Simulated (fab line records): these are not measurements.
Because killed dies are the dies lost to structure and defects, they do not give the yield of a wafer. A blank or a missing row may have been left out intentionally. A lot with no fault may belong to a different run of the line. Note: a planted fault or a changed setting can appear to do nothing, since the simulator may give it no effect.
Chamber matching :: flow n5Finfet :: N5_BEOL_M1_ETCH_74 on rieDiel-03: 4 sister chambers
The step etches underlayer in N2/H2, target depth 6.5 nm, time 5.2 s. 4 wafers are shown with their chamber, then 10 later ones without.

WAFERS WITH THEIR CHAMBER
wafer: L080.4
chamber: 3
showerheadPlenumPTorr (Torr): 2.39

wafer: L085.2
chamber: 0
showerheadPlenumPTorr (Torr): 2.53

wafer: L086.3
chamber: 2
showerheadPlenumPTorr (Torr): 2.63

wafer: L086.4
chamber: 1
showerheadPlenumPTorr (Torr): 2.44

WAFERS WHOSE CHAMBER IS MISSING
wafer: L086.6
showerheadPlenumPTorr (Torr): 2.63

wafer: L088.3
showerheadPlenumPTorr (Torr): 2.52

wafer: L088.4
showerheadPlenumPTorr (Torr): 2.44

wafer: L088.6
showerheadPlenumPTorr (Torr): 2.71

wafer: L093.1
showerheadPlenumPTorr (Torr): 2.62

wafer: L093.3
showerheadPlenumPTorr (Torr): 2.52

wafer: L093.4
showerheadPlenumPTorr (Torr): 2.71

wafer: L096.1
showerheadPlenumPTorr (Torr): 2.52

wafer: L096.4
showerheadPlenumPTorr (Torr): 2.70

wafer: L096.5
showerheadPlenumPTorr (Torr): 2.70

WHICH CHAMBER EACH WENT THROUGH
wafer: L086.6
from the rows above: 2
in truth: 2

wafer: L088.3
from the rows above: can't be placed: 0 or 1
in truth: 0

wafer: L088.4
from the rows above: can't be placed: 1 or 3 or 0
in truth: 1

wafer: L088.6
from the rows above: 2
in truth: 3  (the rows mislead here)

wafer: L093.1
from the rows above: can't be placed: 2 or 0
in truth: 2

wafer: L093.3
from the rows above: can't be placed: 0 or 1
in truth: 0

wafer: L093.4
from the rows above: 2
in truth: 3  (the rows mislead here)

wafer: L096.1
from the rows above: can't be placed: 0 or 1
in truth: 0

wafer: L096.4
from the rows above: 2
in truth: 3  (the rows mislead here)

wafer: L096.5
from the rows above: 2
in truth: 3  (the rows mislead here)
1 of 10 placed correctly. Not placeable from these rows: 5 (in 5, the candidates include the true chamber). Placed wrongly: 4.
How it was worked out, from the rows above alone: a wafer's distance from a chamber is the root of the sum, over the readings, of the square of ((its reading less the chamber's mean) divided by the reading's scatter). The wafer belongs to the nearest chamber; if the next one is less than 2 further off, it can't be placed. For every chamber, the mean is computed from those of its wafers that are shown. The scatter: root of mean squared gap, hidden wafer to nearest shown wafer, with one shown wafer a chamber.
